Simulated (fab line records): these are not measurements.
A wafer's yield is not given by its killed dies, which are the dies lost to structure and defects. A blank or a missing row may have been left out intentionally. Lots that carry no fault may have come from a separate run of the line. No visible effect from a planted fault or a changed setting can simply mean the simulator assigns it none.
Which of the tools did it? | flow n5Finfet | 24 wafers from 8 lots sampled at 7 of the route's 1938 steps

WHAT THE GAUGES READ, wafer by wafer
N5_SD_EPI_N_EPI_MEAS_23. Usual: 58.9 nm for thkNm, sd 1.
lot  | measured    | on           | thkNm (nm)     | flag
L902 | day 3 05:28 | filmMetro-02 | 59.9 58.6 59.6 | 
L903 | day 3 09:07 | filmMetro-02 | 58.5 57.9 59.5 | 
L906 | day 4 09:36 | filmMetro-01 | 58.6 58.6 58.9 | 
L915 | day 6 09:26 | filmMetro-01 | 53.5 54.0 52.9 | OFF
L916 | day 6 15:07 | filmMetro-02 | 51.5 53.1 53.9 | OFF
L918 | day 7 03:16 | filmMetro-01 | 58.7 58.4 58.7 | 
L921 | day 7 21:01 | filmMetro-02 | 58.3 56.9 58.8 | 
L922 | day 8 09:19 | filmMetro-02 | 59.6 59.6 58.7 | 

N5_SD_ACTIVATION_RS_MEAS_03: measurement is done with a four-point probe. Usual: RS_SD_N 21.90 ohm/sq, standard deviation 0.25; RS_SD_P 56.2 ohm/sq, standard deviation 1.1.
lot  | measured    | on           | RS_SD_N (ohm/sq)  | RS_SD_P (ohm/sq) | flag
L902 | day 3 11:32 | filmMetro-02 | 21.85 21.77 21.52 | 56.0 56.1 55.8   | 
L903 | day 3 15:49 | filmMetro-02 | 21.67 21.91 21.81 | 55.9 57.1 56.9   | 
L906 | day 4 15:40 | filmMetro-02 | 21.62 21.59 21.61 | 55.3 55.7 55.8   | 
L915 | day 6 15:40 | filmMetro-02 | 24.45 24.01 24.11 | 56.5 57.4 56.8   | OFF
L916 | day 6 20:24 | filmMetro-01 | 24.48 24.67 24.64 | 53.6 54.5 53.6   | OFF
L918 | day 7 08:59 | filmMetro-01 | 21.99 21.79 21.79 | 56.6 55.7 56.2   | 
L921 | day 8 02:15 | filmMetro-02 | 21.54 22.00 21.34 | 55.0 55.5 54.9   | 
L922 | day 8 14:41 | filmMetro-02 | 21.86 21.69 21.61 | 56.2 56.5 56.9   | 

N5_BEOL_M4_RC_MEAS_101. Usual: DIBL_N 37.1 mV/V, standard deviation 2.6; DIBL_P 38 mV/V, standard deviation 3; IOFF_N 0.18 nA/um, standard deviation 0.052; IOFF_P 0.25 nA/um, standard deviation 0.06; ION_N 678 uA/um, standard deviation 15; ION_P 467 uA/um, standard deviation 8.6; REXT_N 75.8 ohm.um, standard deviation 2; RS_SD_N 28.4 ohm/sq, standard deviation 0.36; SS_N 71.7 mV/dec, standard deviation 0.73; SS_P 73.7 mV/dec, standard deviation 0.89; VT_N 249 mV, standard deviation 4.3; VT_P -248 mV, standard deviation 3.8.
lot  | measured     | on        | DIBL_N (mV/V)  | DIBL_P (mV/V) | IOFF_N (nA/um) | IOFF_P (nA/um) | ION_N (uA/um) | ION_P (uA/um) | REXT_N (ohm.um) | RS_SD_N (ohm/sq) | SS_N (mV/dec)  | SS_P (mV/dec)  | VT_N (mV)   | VT_P (mV)      | flag
L902 | day 10 15:06 | prober-01 | 33.4 32.1 32.3 | 34 32 33      | 0.13 0.12 0.10 | 0.20 0.16 0.17 | 648 659 648   | 455 458 454   | 78.2 76.6 76.4  | 28.6 28.5 28.2   | 72.0 70.9 70.4 | 72.2 71.6 71.5 | 254 253 260 | -247 -252 -251 | 
L903 | day 10 12:04 | prober-02 | 34.6 40.1 36.5 | 36 42 38      | 0.13 0.26 0.17 | 0.18 0.29 0.22 | 657 688 667   | 448 468 459   | 77.7 76.2 75.4  | 28.3 28.3 28.0   | 70.1 72.2 72.0 | 72.9 74.8 72.7 | 253 242 249 | -255 -245 -251 | 
L906 | day 12 18:28 | prober-02 | 40.6 38.6 39.5 | 39 38 37      | 0.20 0.19 0.19 | 0.30 0.30 0.26 | 661 674 692   | 466 477 475   | 75.1 77.0 74.4  | 28.1 28.2 28.1   | 73.0 71.6 71.4 | 74.1 74.0 73.9 | 248 247 248 | -244 -243 -247 | 
L915 | day 14 11:16 | prober-02 | 36.3 32.5 34.7 | 36 31 33      | 0.14 0.10 0.12 | 0.20 0.17 0.17 | 674 656 655   | 466 463 455   | 82.6 81.8 82.1  | 31.8 31.2 31.6   | 71.5 70.3 71.4 | 73.5 72.9 72.6 | 254 258 258 | -252 -253 -254 | OFF
L916 | day 14 04:21 | prober-02 | 38.2 38.0 38.2 | 40 39 41      | 0.21 0.20 0.20 | 0.28 0.25 0.30 | 701 677 675   | 479 465 471   | 80.3 82.0 84.8  | 32.0 32.2 32.0   | 72.1 71.7 72.6 | 73.7 73.8 74.4 | 248 249 248 | -248 -250 -246 | OFF
L918 | day 15 06:35 | prober-01 | 38.9 38.1 40.2 | 39 40 41      | 0.21 0.19 0.25 | 0.29 0.34 0.35 | 685 683 692   | 470 478 478   | 74.8 76.7 75.0  | 28.6 28.1 28.1   | 72.4 72.1 72.4 | 73.9 73.0 74.0 | 247 246 243 | -243 -242 -241 | 
L921 | day 15 12:39 | prober-01 | 35.4 36.7 35.1 | 38 39 38      | 0.15 0.18 0.15 | 0.20 0.22 0.21 | 669 688 669   | 457 465 460   | 73.7 72.9 73.0  | 28.2 28.7 27.9   | 71.1 71.8 71.3 | 73.4 73.7 73.4 | 253 246 251 | -252 -252 -251 | 
L922 | day 15 15:13 | prober-02 | 38.0 33.1 35.1 | 38 34 35      | 0.18 0.10 0.13 | 0.25 0.17 0.18 | 675 655 666   | 464 458 455   | 72.8 75.2 73.8  | 28.2 28.1 28.4   | 72.1 70.9 71.4 | 73.6 73.0 73.5 | 250 258 253 | -248 -255 -253 | 

WHICH TOOL RAN EACH LOT (tool, then ch and the chambers of the sampled wafers, then the start)
lot  | N5_SD_EPI_N_STRIP_38               | N5_SD_EPI_N_EPI_21            | N5_SD_EPI_N_LINER_46            | N5_SD_EPI_P_ETCH_36
L902 | plasmaAsher-01 ch 0,1, day 3 02:53 | epiRpcvd-01 ch 0, day 3 04:19 | aldSin-04 ch 0,1,3, day 3 05:53 | rieDiel-06 ch 0,1,3, day 3 06:32
L903 | plasmaAsher-02 ch 0,1, day 3 06:30 | epiRpcvd-04 ch 0, day 3 07:24 | aldSin-03 ch 0,3, day 3 09:34   | rieDiel-06 ch 0,1,3, day 3 11:43
L906 | plasmaAsher-01 ch 0, day 4 06:58   | epiRpcvd-04 ch 0, day 4 08:10 | aldSin-04 ch 1,2, day 4 09:55   | rieDiel-03 ch 1,2,3, day 4 10:41
L915 | plasmaAsher-01 ch 1, day 6 06:50   | epiRpcvd-01 ch 0, day 6 08:01 | aldSin-04 ch 0,1,2, day 6 09:45 | rieDiel-03 ch 0,1,2, day 6 10:31
L916 | plasmaAsher-01 ch 0,1, day 6 12:31 | epiRpcvd-01 ch 0, day 6 13:57 | aldSin-01 ch 0,2,3, day 6 15:36 | rieDiel-02 ch 0,1,3, day 6 16:15
L918 | plasmaAsher-01 ch 0,1, day 6 23:55 | epiRpcvd-03 ch 0, day 7 01:22 | aldSin-01 ch 0,1,3, day 7 04:05 | rieDiel-03 ch 0,1, day 7 04:52
L921 | plasmaAsher-01 ch 0,1, day 7 18:10 | epiRpcvd-03 ch 0, day 7 19:18 | aldSin-03 ch 0,1, day 7 21:21   | rieDiel-03 ch 1,2, day 7 22:07
L922 | plasmaAsher-02 ch 0,1, day 8 05:58 | epiRpcvd-04 ch 0, day 8 07:25 | aldSin-03 ch 0,2,3, day 8 09:39 | rieDiel-03 ch 0,1,3, day 8 10:27
- N5_SD_EPI_N_STRIP_38: strips in N2/H2.
- N5_SD_EPI_N_EPI_21: deposits Si:P, time 690 s.
- N5_SD_EPI_N_LINER_46: material SiNx, target thk 3 nm.
- N5_SD_EPI_P_ETCH_36: etches SiARC in CF4, target depth 45.5 nm, time 75.8 s.

WHAT THE TOOLS THEMSELVES READ (means of the sampled wafers that have a number; where no wafer has one, the mark that the record gives instead)
N5_SD_EPI_N_STRIP_38. Usual: drypumpMotorCurrentA 5.55 A, standard deviation 0.2; heaterPowerW 321 W, standard deviation 39; oesProductAu 0.761 a.u., standard deviation 0.0098.
lot  | tool           | drypumpMotorCurrentA (A) | heaterPowerW (W) | oesProductAu (a.u.) | flag
L902 | plasmaAsher-01 | 5.45                     | 343              | 0.765               | 
L903 | plasmaAsher-02 | 5.71                     | 315              | 0.764               | 
L906 | plasmaAsher-01 | 5.28                     | 280              | 0.758               | 
L915 | plasmaAsher-01 | 5.55                     | 373              | 0.767               | 
L916 | plasmaAsher-01 | 5.45                     | 340              | 0.755               | 
L918 | plasmaAsher-01 | 5.37                     | 308              | 0.758               | 
L921 | plasmaAsher-01 | 5.45                     | 347              | 0.763               | 
L922 | plasmaAsher-02 | 5.78                     | 311              | 0.756               | 

N5_SD_EPI_N_EPI_21. Usual: 255.0 Torr for chamberPressureTorr, sd 0.58.
lot  | tool        | chamberPressureTorr (Torr) | flag
L902 | epiRpcvd-01 | 255.5                      | 
L903 | epiRpcvd-04 | 254.3                      | 
L906 | epiRpcvd-04 | 254.8                      | 
L915 | epiRpcvd-01 | 202.9                      | OFF
L916 | epiRpcvd-01 | 202.4                      | OFF
L918 | epiRpcvd-03 | 255.5                      | 
L921 | epiRpcvd-03 | 254.6                      | 
L922 | epiRpcvd-04 | 255.4                      | 

N5_SD_EPI_N_LINER_46. Usual: 810 W for heaterPowerW, sd 84.
lot  | tool      | heaterPowerW (W) | flag
L902 | aldSin-04 | 793              | 
L903 | aldSin-03 | 760              | 
L906 | aldSin-04 | 743              | 
L915 | aldSin-04 | 782              | 
L916 | aldSin-01 | 795              | 
L918 | aldSin-01 | 880              | 
L921 | aldSin-03 | 815              | 
L922 | aldSin-03 | 813              | 

N5_SD_EPI_P_ETCH_36. Usual: biasW 36.01 W, standard deviation 0.096; cf4FlowSccm 100.0 sccm, standard deviation 0.31; drypumpMotorCurrentA 5.7 A, standard deviation 0.36; etchRfOnTimeS 74.3 s, standard deviation 2.5; oesProductAu 0.70 a.u., standard deviation 0.082; rfVppV 184.4 V, standard deviation 1.3; showerheadPlenumPTorr 2.17 Torr, standard deviation 0.076; throttleValvePct 15.51 %, standard deviation 0.25.
lot  | tool       | biasW (W) | cf4FlowSccm (sccm) | drypumpMotorCurrentA (A) | etchRfOnTimeS (s) | oesProductAu (a.u.) | rfVppV (V) | showerheadPlenumPTorr (Torr) | throttleValvePct (%) | flag
L902 | rieDiel-06 | 35.96     | 100.1              | 5.7                      | 74.9              | 0.72                | 184.3      | 2.15                         | 15.43                | 
L903 | rieDiel-06 | 36.00     | 100.2              | 5.7                      | 75.7              | 0.71                | 183.5      | 2.15                         | 15.44                | 
L906 | rieDiel-03 | 36.02     | 99.8               | 5.8                      | 74.8              | 0.74                | 185.6      | 2.24                         | 15.57                | 
L915 | rieDiel-03 | 36.05     | 100.0              | 6.1                      | 71.9              | 0.70                | 184.6      | 2.19                         | 15.50                | 
L916 | rieDiel-02 | 35.96     | 100.4              | 5.7                      | 76.4              | 0.63                | 184.7      | 2.14                         | 15.62                | 
L918 | rieDiel-03 | 36.04     | 100.1              | 6.0                      | 69.8              | 0.69                | 184.2      | 2.16                         | 15.47                | 
L921 | rieDiel-03 | 35.97     | 99.8               | 6.1                      | 72.8              | 0.71                | 185.4      | 2.22                         | 15.55                | 
L922 | rieDiel-03 | 36.04     | 100.0              | 5.7                      | 71.9              | 0.71                | 185.1      | 2.20                         | 15.57                | 

THE ANSWER, worked out from the rows above alone
Rule: take the mean of a lot's wafers that have a number; if it is more than 3 standard deviations from the usual mean, the lot is off. Also off: a lot with no number at a reading for which 4 or more lots have one. Where the step has rows for the other lots, those lots are counted as sound. First the gauges in route order, then the tools' own readings, where a lot's mean is used as printed above. At the first step where some lot is off, the reading lying furthest off is the one used; lots without a number count as furthest.
Off: L915, L916 (N5_SD_EPI_N_EPI_MEAS_23, thkNm).
If a tool, at a process step before that reading, ran all the lots that are off and no sound lot after the first of them, it fits. Not tried: the gauges at N5_SD_EPI_N_EPI_MEAS_23; whatever is off there is also off at N5_BEOL_M4_RC_MEAS_101, on other tools, and gauge error can't account for it. One fits: N5_SD_EPI_N_EPI_21 on epiRpcvd-01. Its last sound lot is L902 (day 3 04:19), its first lot that is off L915 (day 6 08:01): a fault that began between those two fits.
The tool's own readings at N5_SD_EPI_N_EPI_21 bear it out: on the lots that are off they differ by more than 5 times the standard deviation of the sound lots' means. chamberPressureTorr reads 202.7 Torr there against 255.0 Torr on the sound lots.

WHAT WAS PUT IN BY THE SIMULATOR
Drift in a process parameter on epiRpcvd-01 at N5_SD_EPI_N_EPI_21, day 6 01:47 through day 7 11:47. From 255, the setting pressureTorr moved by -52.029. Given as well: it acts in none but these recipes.
Struck lots among those shown: L915, L916. The rule above reached the same finding.
